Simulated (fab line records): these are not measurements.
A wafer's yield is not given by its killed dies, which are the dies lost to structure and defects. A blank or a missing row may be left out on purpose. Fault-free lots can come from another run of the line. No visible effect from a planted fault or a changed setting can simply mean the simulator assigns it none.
Matching of chambers    flow n5_finfet    N5_BEOL_M0_SAQP_STRIP_75 on rie_diel-05: 4 sister chambers
The step strips in CF4. 18 wafers are shown with their chamber, then 9 later ones without.

== WAFERS PAIRED WITH THEIR CHAMBERS ==
wafer   chamber  throttle_valve_pct (%)  showerhead_plenum_p_Torr (Torr)  drypump_motor_current_A (A)
L078.2  0        13.27                   1.84                             6.0
L078.4  2        13.06                   1.82                             5.2
L078.5  1        13.54                   1.85                             5.5
L080.2  1        13.52                   1.85                             5.5
L080.3  0        13.28                   1.84                             6.0
L080.4  3        13.52                   1.86                             5.8
L081.1  0        13.28                   1.84                             6.0
L081.2  3        13.53                   1.86                             5.7
L081.6  2        13.07                   1.82                             5.2
L082.1  2        13.07                   1.82                             5.2
L082.3  3        13.51                   1.86                             5.7
L082.4  1        13.55                   1.85                             5.5
L087.2  1        13.56                   1.85                             5.5
L087.5  2        13.08                   1.81                             5.2
L087.6  3        13.54                   1.86                             5.8
L088.2  3        13.53                   1.86                             5.8
L088.3  0        13.29                   1.84                             5.9
L088.6  1        13.57                   1.85                             5.5

SIGNATURES, as means of the wafers listed above
reading                   chamber 0  chamber 1  chamber 2  chamber 3  scatter within a chamber
throttle_valve_pct        13.2800    13.5480    13.0700    13.5260    0.0131
showerhead_plenum_p_Torr  1.8400     1.8500     1.8175     1.8600     0.00231
drypump_motor_current_A   5.975      5.500      5.200      5.760      0.0373
Rule: a wafer lies at a distance from a chamber equal to the root of the sum of squares, over the readings, of (its reading less the chamber's mean, divided by the reading's scatter). The wafer belongs to the nearest chamber; if the next one is less than 2 further off, it can't be placed. The scatter: the root of (the sum of the squares of (reading less its chamber's mean) over the shown wafers, divided by (wafers less chambers)).

== WAFERS WHOSE CHAMBER IS MISSING ==
wafer   throttle_valve_pct (%)  showerhead_plenum_p_Torr (Torr)  drypump_motor_current_A (A)
L091.3  13.57                   1.85                             5.8
L091.4  13.11                   1.81                             5.2
L091.6  13.59                   1.85                             5.5
L094.2  13.57                   1.85                             5.8
L094.4  13.11                   1.81                             5.1
L094.6  13.56                   1.85                             5.8
L096.1  13.33                   1.84                             6.0
L096.2  13.59                   1.84                             5.5
L096.6  13.33                   1.84                             6.0

== WHICH CHAMBER EACH WENT THROUGH ==
wafer   from the rows above  in truth
L091.3  3                    3
L091.4  2                    2
L091.6  1                    1
L094.2  3                    3
L094.4  2                    2
L094.6  3                    3
L096.1  0                    0
L096.2  1                    1
L096.6  0                    0
Correct placement for 9 of the 9. Can't be placed from these rows: 0. Placed wrongly: 0.
